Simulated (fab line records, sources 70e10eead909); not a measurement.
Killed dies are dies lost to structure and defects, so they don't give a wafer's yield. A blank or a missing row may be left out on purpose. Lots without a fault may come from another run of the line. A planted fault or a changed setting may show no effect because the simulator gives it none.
Chamber matching | flow nand_harc | NHARC_A_STAIRCASE_ALD_420 on ald_hk-01: 4 sister chambers
The step deposits SiO2, target thk 20 nm, pulse time 6 s, ald cycles 200. 8 wafers are shown with their chamber, then 9 later ones without.

WAFERS WITH THEIR CHAMBER
wafer  | chamber | heater_power_w (W) | precursor_pulse_height_rel
L600.1 | 0       | 470                | 0.968
L600.3 | 3       | 493                | 1.053
L600.4 | 2       | 527                | 0.964
L602.3 | 0       | 486                | 0.986
L602.6 | 1       | 419                | 1.000
L604.3 | 3       | 491                | 0.996
L604.4 | 1       | 413                | 0.999
L604.6 | 2       | 531                | 1.024

WAFERS WITHOUT THEIR CHAMBER
wafer  | heater_power_w (W) | precursor_pulse_height_rel
L609.2 | 472                | 0.982
L609.3 | 460                | 0.959
L609.6 | 471                | 0.990
L615.2 | 430                | 0.975
L615.5 | 418                | 0.999
L615.6 | 555                | 0.992
L616.1 | 468                | 1.007
L616.2 | 488                | 0.977
L616.4 | 545                | 0.991

WHICH CHAMBER EACH WENT THROUGH
wafer  | from the rows above     | in truth
L609.2 | 0                       | 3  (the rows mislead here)
L609.3 | 0                       | 0
L609.6 | 0                       | 0
L615.2 | 1                       | 1
L615.5 | 1                       | 1
L615.6 | 2                       | 2
L616.1 | can't be placed: 0 or 3 | 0
L616.2 | can't be placed: 0 or 3 | 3
L616.4 | 2                       | 2
Placed correctly: 6 of 9. Can't be placed from these rows: 2 (the true chamber is among the candidates in 2). Placed wrongly: 1.
How it was worked out, from the rows above alone: a wafer's distance from a chamber is the root of the sum, over the readings, of the square of ((its reading less the chamber's mean) divided by the reading's scatter). The wafer belongs to the nearest chamber; if the next one is less than 2 further off, it can't be placed. A chamber's mean is the mean of its shown wafers. The scatter: the root of (the sum of the squares of (reading less its chamber's mean) over the shown wafers, divided by (wafers less chambers)).
